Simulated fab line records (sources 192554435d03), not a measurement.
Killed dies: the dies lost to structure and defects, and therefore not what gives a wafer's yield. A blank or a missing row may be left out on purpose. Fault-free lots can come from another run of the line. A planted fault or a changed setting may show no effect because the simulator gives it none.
Split-lot study    flow n5_finfet    route with 1938 steps; 7 lots, 21 wafers read

## THE SPLIT ITSELF
At N5_BEOL_M15_SPUTTER_44 (material Ta, target thk 15 nm, time 24.19 s), the setting power_w was moved away from the recipe's 15000 W on 7 of the 21 wafers read, by -6.7% to +13.9%. The other wafers ran this setting at the recipe's value.

The reading comes from the split's own step.

## THE READING
Ta_of_BEOL_M15_SPUTTER_44.thk_nm (the simulator's own value, which no gauge read), in nm, at N5_BEOL_M15_SPUTTER_44 (material Ta, target thk 15 nm, time 24.19 s). The file does not state a usual value for it. Across the 14 wafers here that went through the recipe, the average is 15.1 nm and the standard deviation 0.21 nm.

wafer   tool, chamber at the split  power_w as run, W  against the recipe  Ta_of_BEOL_M15_SPUTTER_44.thk_nm, nm  against lot-mates on the recipe
L079.2  pvd_sputter-01, -           15000              recipe              15.2                                  -
L079.4  pvd_sputter-01, -           14040              -6.4%               14.2                                  -1.0
L079.5  pvd_sputter-01, -           14040              -6.4%               14.4                                  -0.8
L078.3  pvd_sputter-01, -           14000              -6.7%               13.6                                  -1.0
L078.4  pvd_sputter-01, -           14000              -6.7%               14                                    -0.6
L078.5  pvd_sputter-01, -           15000              recipe              14.6                                  -
L077.1  pvd_sputter-01, -           15000              recipe              15.2                                  -
L077.2  pvd_sputter-01, -           15000              recipe              15.2                                  -
L077.3  pvd_sputter-01, -           15000              recipe              15.2                                  -
L080.3  pvd_sputter-02, -           15000              recipe              15                                    -
L080.4  pvd_sputter-02, -           15000              recipe              15                                    -
L080.5  pvd_sputter-02, -           16130              +7.5%               16                                    +1.0
L091.4  pvd_sputter-02, -           17090              +13.9%              17                                    +2.0
L091.5  pvd_sputter-02, -           15000              recipe              15                                    -
L091.6  pvd_sputter-02, -           17090              +13.9%              17.6                                  +2.6
L094.2  pvd_sputter-02, -           15000              recipe              15                                    -
L094.3  pvd_sputter-02, -           15000              recipe              14.8                                  -
L094.4  pvd_sputter-02, -           15000              recipe              15.2                                  -
L095.2  pvd_sputter-01, -           15000              recipe              15                                    -
L095.3  pvd_sputter-01, -           15000              recipe              15.4                                  -
L095.5  pvd_sputter-01, -           15000              recipe              15.4                                  -

THE FIT
A straight line over all 21 wafers: Ta_of_BEOL_M15_SPUTTER_44.thk_nm changes by +0.156 nm for each +1% of power_w; r = +0.96; the points scatter about the line by 0.25 nm.
The same after taking each lot's own level away (the mean of its wafers on the recipe; 21 wafers): +0.152 nm for each +1%; r = +0.98; scatter 0.18 nm.
That fit puts the effect of the largest move of power_w on the reading at 2.1 nm.
The lots' own levels span 14.60 to 15.27 nm, that is 3.2 times the standard deviation above.
Consequently the slope shifts little with the lot-to-lot level, the two slopes agreeing.
Check: +2.23 nm against its lot-mates is what the line predicts for one of the wafers moved furthest among these (+13.9%) when that wafer is left out of the fit. Against them it came out at +2 nm.

## FILE'S OWN FIT
Ta_of_BEOL_M15_SPUTTER_44.thk_nm changes by +0.151 nm for each +1% of power_w, r = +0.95.
